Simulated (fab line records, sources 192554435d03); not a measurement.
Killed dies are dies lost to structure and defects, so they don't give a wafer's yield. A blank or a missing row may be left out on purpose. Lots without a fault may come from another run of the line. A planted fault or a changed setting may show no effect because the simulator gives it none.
One fault seen from 2 desks | flow n5_finfet | each desk has only its own numbers; what lay behind them comes last

THE METROLOGY DESK
What the gauges read, lot by lot, whatever tool the lot ran on: means of the sampled wafers that have a number. A lot is out of limits, marked OUT, if its mean lies more than 4 standard deviations from the usual mean; the brackets give that distance. Of its 11 readings 7 are shown: those that lie furthest out on some lot.
Columns: A = trench_depth_nm at N5_BEOL_M3_OCD_MEAS_38, usual 55.7 nm; B = DIBL_N at N5_BEOL_M4_RC_MEAS_101, usual 36.5 mV/V; C = DIBL_P at N5_BEOL_M4_RC_MEAS_101, usual 36.3 mV/V; D = ION_N at N5_BEOL_M4_RC_MEAS_101, usual 676 uA/um; E = ION_P at N5_BEOL_M4_RC_MEAS_101, usual 462 uA/um; F = SS_N at N5_BEOL_M4_RC_MEAS_101, usual 71.5 mV/dec; G = VT_N at N5_BEOL_M4_RC_MEAS_101, usual 249 mV
lot  | first seen here | A    | B    | C    | D   | E   | F    | G
L659 | day 7 14:36     | 55.8 | 36.9 | 36.9 | 685 | 467 | 72.0 | 246
L660 | day 7 20:56     | 55.3 | 37.3 | 37.0 | 693 | 472 | 71.6 | 243
L667 | day 9 14:33     | 55.6 | 34.3 | 33.9 | 670 | 458 | 70.3 | 251
L671 | day 10 13:58    | 57.3 | 35.7 | 37.2 | 676 | 459 | 71.0 | 249
L675 | day 11 05:17    | 54.3 | 35.1 | 35.7 | 669 | 461 | 71.0 | 252
L680 | day 12 14:10    | 54.2 | 36.4 | 35.6 | 671 | 459 | 71.5 | 250
L682 | day 13 00:08    | 55.6 | 37.1 | 36.2 | 682 | 469 | 71.7 | 248
This desk's finding: nothing out of limits on any of the 7 lots.

THE TOOL OWNER'S DESK: rie_diel-01
The tool's own readings at N5_BEOL_M3_TRENCH_ETCH_37 (etches SiOC in C4F6/O2, target depth 55.555 nm, time 29.2 s): means of the sampled wafers that have a number, for each lot that ran on this tool. A lot is out of limits, marked OUT, if its mean lies more than 4 standard deviations from the usual mean; the brackets give that distance. Of its 8 readings 7 are shown: those that lie furthest out on some lot.
Columns: A = chamber_pressure_mTorr at N5_BEOL_M3_TRENCH_ETCH_37, usual 29.99 mTorr; B = drypump_motor_current_A at N5_BEOL_M3_TRENCH_ETCH_37, usual 5.8 A; C = oes_product_au at N5_BEOL_M3_TRENCH_ETCH_37, usual 0.80 a.u.; D = rf_vpp_V at N5_BEOL_M3_TRENCH_ETCH_37, usual 662 V; E = run_length_s at N5_BEOL_M3_TRENCH_ETCH_37, usual 52.4 s; F = showerhead_plenum_p_Torr at N5_BEOL_M3_TRENCH_ETCH_37, usual 2.86 Torr; G = throttle_valve_pct at N5_BEOL_M3_TRENCH_ETCH_37, usual 20.83 %
lot  | first seen here | A     | B   | C    | D   | E    | F    | G
L660 | day 7 20:43     | 30.00 | 5.6 | 0.82 | 652 | 52.6 | 2.78 | 20.88
L675 | day 11 05:07    | 30.01 | 5.8 | 0.78 | 653 | 51.6 | 2.80 | 20.87
This desk's finding: nothing out of limits on any of the 2 lots.

PUT TOGETHER
The metrology desk saw nothing out of limits.
The tool owner's desk saw nothing out of limits.

WHAT THE SIMULATOR HAD PUT IN
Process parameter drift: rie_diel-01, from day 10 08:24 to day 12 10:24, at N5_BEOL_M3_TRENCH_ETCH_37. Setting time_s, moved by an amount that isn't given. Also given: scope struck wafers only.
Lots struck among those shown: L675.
